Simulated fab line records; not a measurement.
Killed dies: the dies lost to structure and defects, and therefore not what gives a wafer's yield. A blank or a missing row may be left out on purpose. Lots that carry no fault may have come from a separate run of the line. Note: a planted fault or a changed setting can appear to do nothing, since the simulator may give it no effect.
Split-lot study    flow n5-finfet    39 wafers read from 7 lots, route of 1938 steps

SPLIT DETAILS
At N5_PASSIVATION_PECVD_53 (deposits SiO2 from TEOS/O2, target thk 800 nm, time 169.4 s), the setting time-s was moved away from the recipe's 169.4 s on 12 of the 39 wafers read, by -52.6% to +55.1%. For the rest of the wafers, this setting stayed at what the recipe calls for.

Reading taken at the split's own step.

THE READING
SiO2_of_PASSIVATION_PECVD_53.thk-nm (the simulator's own value, which no gauge read), in nm, at N5_PASSIVATION_PECVD_53 (deposits SiO2 from TEOS/O2, target thk 800 nm, time 169.4 s). The file does not state a usual value for it. Here, 27 wafers ran the recipe; their average is 800.8 nm with a standard deviation of 13 nm.

wafer   tool, chamber at the split  time-s as run, s  against the recipe  SiO2_of_PASSIVATION_PECVD_53.thk-nm, nm  against lot-mates on the recipe
L074.1  pecvd-01, 1,0               169.4             recipe              784.2                                    -
L074.2  pecvd-01, 1,0               169.4             recipe              784.2                                    -
L074.3  pecvd-01, 1                 169.4             recipe              796.6                                    -
L074.4  pecvd-01, 0                 169.4             recipe              798.2                                    -
L074.5  pecvd-01, 0                 169.4             recipe              803                                      -
L074.6  pecvd-01, 1                 169.4             recipe              791.4                                    -
L081.1  pecvd-01, 2                 80.36             -52.6%              407.8                                    -416.1
L081.2  pecvd-01, 1                 169.4             recipe              810.6                                    -
L081.3  pecvd-01, 0                 80.36             -52.6%              396                                      -427.9
L081.4  pecvd-01, 1                 80.36             -52.6%              393.8                                    -430.1
L081.5  pecvd-01, 0                 169.4             recipe              824.6                                    -
L081.6  pecvd-01, 2                 169.4             recipe              836.4                                    -
L083.1  pecvd-03, 2                 169.4             recipe              802.6                                    -
L083.4  pecvd-03, 1                 169.4             recipe              797.8                                    -
L083.5  pecvd-03, 2                 169.4             recipe              812                                      -
L084.1  pecvd-01, 1                 169.4             recipe              790.6                                    -
L084.2  pecvd-01, 2                 169.4             recipe              807.4                                    -
L084.3  pecvd-01, 0                 169.4             recipe              796.6                                    -
L084.4  pecvd-01, 0                 169.4             recipe              805.4                                    -
L084.5  pecvd-01, 1                 169.4             recipe              803.4                                    -
L084.6  pecvd-01, 2                 169.4             recipe              826.2                                    -
L085.1  pecvd-01, 0                 169.4             recipe              799.2                                    -
L085.2  pecvd-01, 1                 262.7             +55.1%              1212                                     +410.5
L085.3  pecvd-01, 2                 262.7             +55.1%              1246                                     +444.5
L085.4  pecvd-01, 2                 262.7             +55.1%              1259                                     +457.5
L085.5  pecvd-01, 0                 169.4             recipe              802.2                                    -
L085.6  pecvd-01, 1                 169.4             recipe              803                                      -
L088.1  pecvd-01, 0                 169.4             recipe              786.2                                    -
L088.2  pecvd-01, 1                 169.4             recipe              779.8                                    -
L088.3  pecvd-01, 1                 211.1             +24.6%              991.8                                    +206.3
L088.4  pecvd-01, 0                 211.1             +24.6%              998.8                                    +213.3
L088.5  pecvd-01, 0                 211.1             +24.6%              1001                                     +215.5
L088.6  pecvd-01, 1                 169.4             recipe              790.4                                    -
L091.1  pecvd-03, 0                 169.4             recipe              784.4                                    -
L091.2  pecvd-03, 2                 99.88             -41.0%              478.6                                    -318.3
L091.3  pecvd-03, 1                 169.4             recipe              804                                      -
L091.4  pecvd-03, 0                 169.4             recipe              802.2                                    -
L091.5  pecvd-03, 2                 99.88             -41.0%              487.8                                    -309.1
L091.6  pecvd-03, 1                 99.88             -41.0%              466.6                                    -330.3
When a row names more than one chamber, that row covers several wafers, and the file does not tell which wafer ran in which chamber.

THE FIT
A straight line over all 39 wafers: SiO2_of_PASSIVATION_PECVD_53.thk-nm changes by +7.84 nm for each +1% of time-s; r = +1.00; the points scatter about the line by 13 nm.
The same after taking each lot's own level away (the mean of its wafers on the recipe; 39 wafers): +8.01 nm for each +1%; r = +1.00; scatter 11 nm.
According to that fit, moving time-s by its largest amount changes the reading by 4.4e+02 nm.
The span of the lots' own levels, 785.47 to 823.87 nm, comes to 2.9 times the standard deviation stated above.
Hence the lot-to-lot level has little effect on the slope; both slopes agree.
Check: with one of the wafers moved furthest among these (+55.1%) left out of the fit, the line predicts +448 nm for it against its lot-mates. It came out at +411 nm against them.

OTHER SPLITS APPLIED TO THESE WAFERS
Other splits were also applied to these wafers ahead of the reading. Each is held against what the fit with the lots' levels taken away leaves over:
other split on the same wafers          wafers away from the commonest value  r with SiO2_of_PASSIVATION_PECVD_53.thk-nm (lot level and that fit taken away)
N5_BEOL_M10_ILD_DEP_00 time-s           18                                    -0.04
N5_BEOL_M11_VIA_ETCH_34 target-depth-a  12                                    +0.14
N5_BEOL_M15_ILD_DEP_00 time-s           15                                    +0.00

FILE'S OWN FIT
SiO2_of_PASSIVATION_PECVD_53.thk-nm changes by +8 nm for each +1% of time-s, r = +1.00.
